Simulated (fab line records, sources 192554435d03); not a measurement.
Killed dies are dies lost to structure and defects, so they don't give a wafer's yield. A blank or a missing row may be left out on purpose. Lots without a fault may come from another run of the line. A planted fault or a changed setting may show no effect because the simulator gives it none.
Split-lot experiment | flow n5_finfet | 7 lots, 21 wafers read, on a route of 1938 steps

THE SPLIT
At N5_FIN_SAQP_HM_DEP_03 (deposits SiNx from SiH4/NH3/N2, target thk 38 nm, time 33.6 s), the setting time_s was moved away from the recipe's 33.6 s on 5 of the 21 wafers read, by -5.1% to +8.9%. The other wafers ran this setting at the recipe's value.

FROM THE SPLIT TO THE READING: what the file shows between them, 16 steps
- N5_FIN_SAQP_EXPOSE_13: exposes mask FIN CORE, target cd 35.6 nm (also split here: dose_mj)
- N5_FIN_SAQP_PEB_14: peb time 60 s
- N5_FIN_SAQP_DEVELOP_15: develop time 30 s
- N5_FIN_SAQP_CD_MEAS_16: target cd 35.6 nm
- N5_FIN_SAQP_ETCH_57: etches SiNx in CH3F/O2, target depth 32.5 nm, time 46.4 s
- N5_FIN_SAQP_ETCH_65: etches SiO2 in CF4, target depth 4 nm, time 4.4 s
- N5_FIN_SAQP_MANDREL_ETCH_58: etches a-Si in HBr/Cl2, stops on SiNx, target depth 45 nm, bt time 10 s, time 27 s
- N5_FIN_SAQP_RECESS_63: chemistry HF/NH3, target SiO2, target depth 18 nm, afs cycles 3, sublimation time 60 s
- N5_FIN_SAQP_COAT_68: time 60 s, resist thk 100 nm
- N5_FIN_SAQP_MANDREL2_REMOVE_60: chemistry HBr/Cl2/O2, target a-Si, stops on SiNx, bt time 10 s
- N5_FIN_SAQP_HM_OPEN_33: chemistry CH3F/O2, target SiNx, target depth 49.4 nm, time 70.6 s
- N5_FIN_SAQP_ETCH_34: etches SiO2 in C4F6/O2, target depth 45 nm, time 15 s
- N5_FIN_SAQP_STRIP_77: strips in N2/H2, time 90 s
- N5_FIN_SAQP_ETCH_64: etches SiO2 in CF4, target depth 1.5 nm
- N5_FIN_SAQP_FIN_ETCH_36: etches the open film in HBr/Cl2/O2, target depth 120 nm, time 50.4 s
- N5_FIN_SAQP_PRECLEAN_38: cleans in O3/DIW, time 45 s

THE READING
SiNx_of_FIN_SAQP_HM_DEP_03.thk_nm (the simulator's own value, which no gauge read), in nm, at N5_FIN_SAQP_PRECLEAN_45 (cleans in dHF, time 10 s). The file gives no usual value for it. The 16 wafers here that ran the recipe average 21.3 nm, standard deviation 0.51 nm.

wafer  | tool, chamber at the split | time_s as run, s | against the recipe | SiNx_of_FIN_SAQP_HM_DEP_03.thk_nm, nm | against lot-mates on the recipe
L077.1 | pecvd-01, 0,1,2            | 33.6             | recipe             | 20.6                                  | -
L077.2 | pecvd-01, 0,1,2            | 33.6             | recipe             | 21.4                                  | -
L077.5 | pecvd-01, 0,1,2            | 33.6             | recipe             | 20.2                                  | -
L078.1 | pecvd-01, 2                | 36.59            | +8.9%              | 23.6                                  | +2.3
L078.4 | pecvd-01, 0,2              | 33.6             | recipe             | 21.6                                  | -
L078.6 | pecvd-01, 0,2              | 33.6             | recipe             | 21                                    | -
L086.2 | pecvd-01, 1,1,0            | 33.6             | recipe             | 21.4                                  | -
L086.4 | pecvd-01, 1,1,0            | 33.6             | recipe             | 21.6                                  | -
L086.5 | pecvd-01, 1,1,0            | 33.6             | recipe             | 21.2                                  | -
L087.2 | pecvd-01, 0,1,2            | 33.6             | recipe             | 20.6                                  | -
L087.3 | pecvd-01, 0,1,2            | 33.6             | recipe             | 21.4                                  | -
L087.5 | pecvd-01, 0,1,2            | 33.6             | recipe             | 21.2                                  | -
L093.1 | pecvd-04, 0,1              | 31.9             | -5.1%              | 18.8                                  | -3.0
L093.2 | pecvd-04, 0,1              | 31.9             | -5.1%              | 19.2                                  | -2.6
L093.6 | pecvd-04, 1                | 33.6             | recipe             | 21.8                                  | -
L094.3 | pecvd-04, 2,1,2            | 33.6             | recipe             | 21                                    | -
L094.4 | pecvd-04, 2,1,2            | 33.6             | recipe             | 22                                    | -
L094.5 | pecvd-04, 2,1,2            | 33.6             | recipe             | 22.2                                  | -
L097.3 | pecvd-01, 2                | 36.25            | +7.9%              | 23.8                                  | +2.8
L097.4 | pecvd-01, 2                | 36.25            | +7.9%              | 23.2                                  | +2.2
L097.6 | pecvd-01, 1                | 33.6             | recipe             | 21                                    | -
Where a row lists several chambers, the file gives one row for several wafers and doesn't say which wafer went through which chamber.

THE FIT
A straight line over all 21 wafers: SiNx_of_FIN_SAQP_HM_DEP_03.thk_nm changes by +0.316 nm for each +1% of time_s; r = +0.90; the points scatter about the line by 0.54 nm.
The same after taking each lot's own level away (the mean of its wafers on the recipe; 21 wafers): +0.356 nm for each +1%; r = +0.93; scatter 0.5 nm.
On that fit, the largest move of time_s shifts the reading by 3.2 nm.
The lots' own levels span 20.73 to 21.80 nm, that is 2.1 times the standard deviation above.
So the lot-to-lot level changes the slope: the two fits differ.
Check: with one of the wafers moved furthest among these (+8.9%) left out of the fit, the line predicts +3.33 nm for it against its lot-mates. It came out at +2.3 nm against them.

OTHER SPLITS ON THESE WAFERS
These wafers also went through other splits before the reading. Each is held against what the fit with the lots' levels taken away leaves over:
other split on the same wafers          | wafers away from the commonest value | r with SiNx_of_FIN_SAQP_HM_DEP_03.thk_nm (lot level and that fit taken away)
N5_ZERO_LAYER_EXPOSE_08 dose_mj         | 9                                    | +0.00
N5_ZERO_LAYER_DEVELOP_10 develop_time_s | 3                                    | +0.28
N5_PMOS_HMC_CHANNEL_EPI_ETCH_32 bias_w  | 7                                    | +0.01
N5_FIN_SAQP_EXPOSE_13 dose_mj           | 8                                    | -0.12

THE WHOLE CHAIN: every reading that the file lists as answering this split, in the file's order
step                        | what it does                                                                       | reading                                                                            | change (the file's fit)               | r (the file's)
N5_FIN_SAQP_MANDREL_ETCH_58 | etches a-Si in HBr/Cl2, stops on SiNx, target depth 45 nm, bt time 10 s, time 27 s | SiNx_of_FIN_SAQP_HM_DEP_03.thk_nm (the simulator's own value, which no gauge read) | +0.303 nm for each +1% of the setting | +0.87
N5_FIN_SAQP_HM_OPEN_33      | chemistry CH3F/O2, target SiNx, target depth 49.4 nm, time 70.6 s                  | etch.depth_nm (the simulator's own value, which no gauge read)                     | +0.296 nm for each +1% of the setting | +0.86
N5_FIN_SAQP_ETCH_34         | etches SiO2 in C4F6/O2, target depth 45 nm, time 15 s                              | SiNx_of_FIN_SAQP_HM_DEP_03.thk_nm (the simulator's own value, which no gauge read) | +0.307 nm for each +1% of the setting | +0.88
N5_FIN_SAQP_ETCH_64         | etches SiO2 in CF4, target depth 1.5 nm                                            | SiNx_of_FIN_SAQP_HM_DEP_03.thk_nm (the simulator's own value, which no gauge read) | +0.317 nm for each +1% of the setting | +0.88
N5_FIN_SAQP_PRECLEAN_45     | cleans in dHF, time 10 s                                                           | SiNx_of_FIN_SAQP_HM_DEP_03.thk_nm (the simulator's own value, which no gauge read) | +0.325 nm for each +1% of the setting | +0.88

THE FILE'S OWN FIT
SiNx_of_FIN_SAQP_HM_DEP_03.thk_nm changes by +0.325 nm for each +1% of time_s, r = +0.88.
